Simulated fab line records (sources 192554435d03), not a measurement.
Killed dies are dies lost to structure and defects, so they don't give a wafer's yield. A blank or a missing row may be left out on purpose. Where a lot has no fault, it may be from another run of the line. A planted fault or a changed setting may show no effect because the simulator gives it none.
fab line records ; flow n5_finfet ; part 2 of 2: steps 17 to 26 of 26
record: lots: 5; wafers: 15; last_day: 16
route steps=1938 shown BEOL_M7@1294
lots that met no fault: taken from a fault-free run of the same line
start_h: the number of hours between the record's first day and the start of the first shown wafer of the lot ; wait_h: hours elapsed since this lot's preceding step ; " same as the row above ; L1.1+2: a single row standing in for several wafers ; - no value, or no start was given ; * or withheld: withheld ; < > ~ a bound
route shown NAME@n: NAME is a module with steps in the file, n the number in the route of the first one ; usual: average and standard deviation across the fault-free wafers ; same: alike in all rows ; chamber/n: place in a boat ; sites: readings site by site ; _std_site: the standard deviation of these ; _edge_site: inner sites' mean taken away from outer sites' mean ; radius_mm: for every site, how far away it sits from the centre of the wafer ; mask NAME#n: copy n ; behind: tool/chamber where the wafer was last shaped ; hold: the reason the lot was held/the length of the hold in hours/how it ended ; device: which transistor (n, p or np) failed to switch ; end of line: the tests these same wafers got at the end of their route ; step lacking rows: just its recipe ; killed: the dies lost at the first sort to structure and to defects; this is not the yield of the wafer ; map: dies across one wafer; x = killed, . = not, _ = none there
set.NAME: setting as actually run; set.NAME@STEP: the setting as run at that earlier step ; model.NAME: the simulator's own value behind a step, which no gauge read
a table for each step, a row for each wafer; lots at some steps of the route
services: when a tool's chamber went out of use (start_h, in hours from the record's first day, below 0 if earlier), for how many hours, and the reason
== steps ==
step: N5_BEOL_M7_STRIP_80
recipe: chemistry: N2/H2; time_s: 10; power_w: 450; temp_c: 40; pressure_mtorr: 20; rf_frequency_hz: 6e+07; bias_power_w: 7; n2_flow_sccm: 200; h2_flow_sccm: 200
usual: drypump_motor_current_A: 5.5/0.46; oes_product_au: 0.76/0.077; rf_vpp_V: 59.1/0.81; showerhead_plenum_p_Torr: 2.53/0.074; throttle_valve_pct: 23.69/0.23
lot.wafer;tool;chamber;start_h;wait_h;drypump_motor_current_A;oes_product_au;rf_hours_counter_h;rf_vpp_V;showerhead_plenum_p_Torr;throttle_valve_pct
L078.2;rie_diel-03;2;-;-;5.4;0.92;23;58.7;2.48;23.70
L078.3;rie_diel-03;3;-;-;6.2;0.81;80;59.3;2.46;23.49
L078.5;rie_diel-03;3;-;-;6.2;0.81;-;59.2;2.46;23.48
L082.1;rie_diel-03;0;-;-;5.6;0.72;208;59.2;2.51;23.31
L082.2;rie_diel-03;2;-;-;5.4;0.87;45;57.9;2.47;23.72
L082.3;rie_diel-03;1;-;-;5.3;0.69;236;60.6;2.60;23.68
L086.1;rie_diel-05;1;-;-;5.8;0.70;195;58.9;2.42;23.47
L086.2;rie_diel-05;3;-;-;5.8;0.73;172;60.1;2.53;23.72
L086.3;rie_diel-05;2;-;-;6.1;0.76;168;59.1;2.53;23.57
L085.1;rie_diel-03;0;-;-;5.6;0.72;211;59.2;2.51;23.30
L085.4;rie_diel-03;3;-;-;6.2;0.80;100;58.5;2.45;23.52
L085.5;rie_diel-03;1;-;-;5.3;0.69;-;59.0;2.60;23.69
L088.3;rie_diel-05;3;-;-;5.9;0.71;178;58.3;2.53;23.71
L088.5;rie_diel-05;2;-;-;6.1;0.75;-;59.0;2.53;23.57
L088.6;rie_diel-05;1;-;-;5.8;0.71;-;59.2;2.42;23.49
step: N5_BEOL_M7_OCD_MEAS_38
usual: trench_depth_nm: 92.8/1.3
lot.wafer;tool;chamber;start_h;wait_h;trench_depth_nm
L078.2;ocd-02;-;208.64;-;95.2
L078.3;ocd-02;-;208.64;-;95.5
L078.5;ocd-02;-;208.64;-;95.1
L082.1;ocd-01;-;278.63;-;91.5
L082.2;ocd-01;-;278.63;-;93.9
L082.3;ocd-01;-;278.63;-;93.3
L086.1;ocd-01;-;279.02;-;90.9
L086.2;ocd-01;-;279.02;-;91.5
L086.3;ocd-01;-;279.02;-;93.2
L085.1;ocd-01;-;288.56;-;92.4
L085.4;ocd-01;-;288.56;-;95.2
L085.5;ocd-01;-;288.56;-;92.7
L088.3;ocd-01;-;293.81;-;91.9
L088.5;ocd-01;-;293.81;-;92.9
L088.6;ocd-01;-;293.81;-;91.7
step: N5_BEOL_M7_HM_STRIP_39
recipe: chemistry: peroxide_tin_strip; material: TiN; target_depth_a: 250; temp_c: 50; time_s: 158
usual: bath_heat_duty_pct: 7.1/0.85
lot.wafer;tool;chamber;start_h;wait_h;bath_heat_duty_pct
L078.2;wet_bench-04;1;208.67;0.0;7.7
L078.3;wet_bench-04;6;208.67;0.0;7.5
L078.5;wet_bench-04;2;208.67;0.0;6.4
L082.1;wet_bench-06;6;278.66;0.0;7.0
L082.2;wet_bench-06;5;278.66;0.0;7.2
L082.3;wet_bench-06;7;278.66;0.0;6.9
L086.1;wet_bench-03;0;279.05;0.0;6.2
L086.2;wet_bench-03;1;279.05;0.0;7.3
L086.3;wet_bench-03;2;279.05;0.0;6.2
L085.1;wet_bench-03;7;288.59;0.0;8.4
L085.4;wet_bench-03;3;288.59;0.0;7.7
L085.5;wet_bench-03;6;288.59;0.0;7.0
L088.3;wet_bench-04;2;293.84;0.0;6.7
L088.5;wet_bench-04;4;293.84;0.0;5.8
L088.6;wet_bench-04;6;293.84;0.0;7.5
step: N5_BEOL_M7_SRD_40
recipe: time_s: 30; temp_c: 23; rinse_liquid: diw; dry: ipa_marangoni
usual: bath_heat_duty_pct: 3.7/0.58
lot.wafer;tool;chamber;start_h;wait_h;bath_heat_duty_pct
L078.2;wet_bench-04;1;208.71;0.0;4.0
L078.3;wet_bench-04;6;208.71;0.0;3.7
L078.5;wet_bench-04;2;208.71;0.0;3.1
L082.1;wet_bench-06;6;278.71;0.0;3.3
L082.2;wet_bench-06;5;278.71;0.0;3.8
L082.3;wet_bench-06;7;278.71;0.0;3.0
L086.1;wet_bench-03;0;279.10;0.0;4.5
L086.2;wet_bench-03;1;279.10;0.0;4.3
L086.3;wet_bench-03;2;279.10;0.0;3.1
L085.1;wet_bench-03;7;288.64;0.0;4.3
L085.4;wet_bench-03;3;288.64;0.0;2.9
L085.5;wet_bench-03;6;288.64;0.0;3.3
L088.3;wet_bench-04;2;293.88;0.0;3.4
L088.5;wet_bench-04;4;293.88;0.0;4.1
L088.6;wet_bench-04;6;293.88;0.0;3.1
step: N5_BEOL_M7_PRECLEAN_42
recipe: chemistry: residue_remover; time_s: 60; temp_c: 40
usual: bath_heat_duty_pct: 4.6/0.69
lot.wafer;tool;chamber;start_h;wait_h;bath_heat_duty_pct
L078.2;wet_bench-04;1;208.73;0.0;4.6
L078.3;wet_bench-04;6;208.73;0.0;5.1
L078.5;wet_bench-04;2;208.73;0.0;4.1
L082.1;wet_bench-06;6;278.73;0.0;3.9
L082.2;wet_bench-06;5;278.73;0.0;3.5
L082.3;wet_bench-06;7;278.73;0.0;4.7
L086.1;wet_bench-03;0;279.12;0.0;4.3
L086.2;wet_bench-03;1;279.12;0.0;5.8
L086.3;wet_bench-03;2;279.12;0.0;4.9
L085.1;wet_bench-03;7;288.65;0.0;5.5
L085.4;wet_bench-03;3;288.65;0.0;4.3
L085.5;wet_bench-03;6;288.65;0.0;4.6
L088.3;wet_bench-04;2;293.90;0.0;4.4
L088.5;wet_bench-04;4;293.90;0.0;3.7
L088.6;wet_bench-04;6;293.90;0.0;4.8
step: N5_BEOL_M7_SRD_43
recipe: time_s: 30; temp_c: 23; rinse_liquid: diw; dry: ipa_marangoni
usual: bath_heat_duty_pct: 3.6/0.58
lot.wafer;tool;chamber;start_h;wait_h;bath_heat_duty_pct
L078.2;wet_bench-04;1;208.75;0.0;4.3
L078.3;wet_bench-04;6;208.75;0.0;4.1
L078.5;wet_bench-04;2;208.75;0.0;2.6
L082.1;wet_bench-06;6;278.75;0.0;3.6
L082.2;wet_bench-06;5;278.75;0.0;2.3
L082.3;wet_bench-06;7;278.75;0.0;3.7
L086.1;wet_bench-03;0;279.13;0.0;4.0
L086.2;wet_bench-03;1;279.13;0.0;4.4
L086.3;wet_bench-03;2;279.13;0.0;3.1
L085.1;wet_bench-03;7;288.67;0.0;4.3
L085.4;wet_bench-03;3;288.67;0.0;3.0
L085.5;wet_bench-03;6;288.67;0.0;3.3
L088.3;wet_bench-04;2;293.92;0.0;3.0
L088.5;wet_bench-04;4;293.92;0.0;3.0
L088.6;wet_bench-04;6;293.92;0.0;4.0
step: N5_BEOL_M7_CD_MEAS_35
recipe: target_cd_nm: 40; polarity: opening
usual: cd_nm: 39.9/0.48
lot.wafer;tool;chamber;start_h;wait_h;cd_nm
L078.2;cd_sem-02;-;208.79;0.0;39.6
L078.3;cd_sem-02;-;208.79;0.0;39.7
L078.5;cd_sem-02;-;208.79;0.0;39.5
L082.1;cd_sem-01;-;278.79;0.0;40.3
L082.2;cd_sem-01;-;278.79;0.0;40.9
L082.3;cd_sem-01;-;278.79;0.0;40.4
L086.1;cd_sem-02;-;279.17;0.0;40.3
L086.2;cd_sem-02;-;279.17;0.0;39.7
L086.3;cd_sem-02;-;279.17;0.0;40.6
L085.1;cd_sem-01;-;288.71;0.0;39.4
L085.4;cd_sem-01;-;288.71;0.0;40.1
L085.5;cd_sem-01;-;288.71;0.0;40.9
L088.3;cd_sem-03;-;293.96;0.0;39.2
L088.5;cd_sem-03;-;293.96;0.0;40.2
L088.6;cd_sem-03;-;293.96;0.0;39.6
step: N5_BEOL_M7_CURE_75
recipe: temp_c: 370; time_s: 120; ambient: DMADMS/He; material: SiCOH_lowk
usual: lamp_power_pct: 52.31/0.054; wafer_temp_C_max: 372.0/0.66
lot.wafer;tool;chamber;start_h;wait_h;lamp_power_pct;wafer_temp_C_max
L078.2;uv_cure-02;1;208.88;0.1;52.30;372.2
L078.3;uv_cure-02;1;208.88;0.1;52.23;372.1
L078.5;uv_cure-02;1;208.88;0.1;52.35;372.0
L082.1;uv_cure-03;1;278.83;0.0;52.36;371.5
L082.2;uv_cure-03;1;278.83;0.0;52.20;371.4
L082.3;uv_cure-03;1;278.83;0.0;52.39;371.4
L086.1;uv_cure-02;2;279.22;0.0;52.29;371.4
L086.2;uv_cure-02;2;279.22;0.0;52.33;372.0
L086.3;uv_cure-02;2;279.22;0.0;52.30;371.1
L085.1;uv_cure-02;1;288.75;0.0;52.34;372.5
L085.4;uv_cure-02;1;288.75;0.0;52.38;372.4
L085.5;uv_cure-02;1;288.75;0.0;52.32;373.1
L088.3;uv_cure-03;2;294.10;0.1;52.32;371.7
L088.5;uv_cure-03;2;294.10;0.1;52.09;371.7
L088.6;uv_cure-03;2;294.10;0.1;52.32;372.3
step: N5_BEOL_M7_DEGAS_44
recipe: ambient: vacuum; temp_c: 250; time_s: 60
usual: heater_power_w: 337/31; susceptor_temp_C: 250.03/0.19
lot.wafer;tool;chamber;start_h;wait_h;heater_power_w;susceptor_temp_C
L078.2;pvd_sputter-02;-;209.37;0.4;391;250.22
L078.3;pvd_sputter-02;-;209.37;0.4;402;249.98
L078.5;pvd_sputter-02;-;209.37;0.4;372;250.21
L082.1;pvd_sputter-02;-;279.33;0.5;380;249.77
L082.2;pvd_sputter-02;-;279.33;0.5;413;250.31
L082.3;pvd_sputter-02;-;279.33;0.5;319;249.97
L086.1;pvd_sputter-01;-;279.59;0.3;320;249.80
L086.2;pvd_sputter-01;-;279.59;0.3;340;250.12
L086.3;pvd_sputter-01;-;279.59;0.3;313;250.03
L085.1;pvd_sputter-03;-;290.14;1.3;299;249.58
L085.4;pvd_sputter-03;-;290.14;1.3;320;250.00
L085.5;pvd_sputter-03;-;290.14;1.3;294;249.83
L088.3;pvd_sputter-01;-;294.41;0.3;303;250.18
L088.5;pvd_sputter-01;-;294.41;0.3;320;250.08
L088.6;pvd_sputter-01;-;294.41;0.3;320;249.67
step: N5_BEOL_M7_PRE_CLEAN_45
recipe: gas: H2/He; time_s: 30; temp_c: 250
usual: heater_power_w: 337/31; susceptor_temp_C: 249.97/0.17
lot.wafer;tool;chamber;start_h;wait_h;heater_power_w;susceptor_temp_C
L078.2;pvd_sputter-02;-;209.41;0.0;374;250.01
L078.3;pvd_sputter-02;-;209.41;0.0;412;250.10
L078.5;pvd_sputter-02;-;209.41;0.0;370;249.97
L082.1;pvd_sputter-02;-;279.37;0.0;373;250.11
L082.2;pvd_sputter-02;-;279.37;0.0;425;249.95
L082.3;pvd_sputter-02;-;279.37;0.0;322;249.96
L086.1;pvd_sputter-01;-;279.63;0.0;324;250.13
L086.2;pvd_sputter-01;-;279.63;0.0;349;249.91
L086.3;pvd_sputter-01;-;279.63;0.0;303;250.22
L085.1;pvd_sputter-03;-;290.18;0.0;307;250.00
L085.4;pvd_sputter-03;-;290.18;0.0;330;250.00
L085.5;pvd_sputter-03;-;290.18;0.0;299;250.06
L088.3;pvd_sputter-01;-;294.45;0.0;306;250.09
L088.5;pvd_sputter-01;-;294.45;0.0;319;249.80
L088.6;pvd_sputter-01;-;294.45;0.0;316;249.96
== services ==
tool;chamber;start_h;hours;kind
rie_diel-03;2;191.94;6.5;repair
pvd_sputter-01;-;194.82;4.9;repair
rie_diel-05;-;203.16;0.3;repair
uv_cure-02;-;209.99;3.4;pm
wet_bench-03;-;212.99;7.0;repair
uv_cure-02;-;225.97;5.9;repair
rie_diel-03;3;260.74;9.0;repair
rie_diel-05;-;265.48;2.8;pm
rie_diel-05;0;278.99;-;clean
rie_diel-05;0;278.99;-;consumable_replace:focus_ring
rie_diel-05;0;278.99;22.2;scheduled_down
rie_diel-05;0;278.99;22.2;vent_cycle
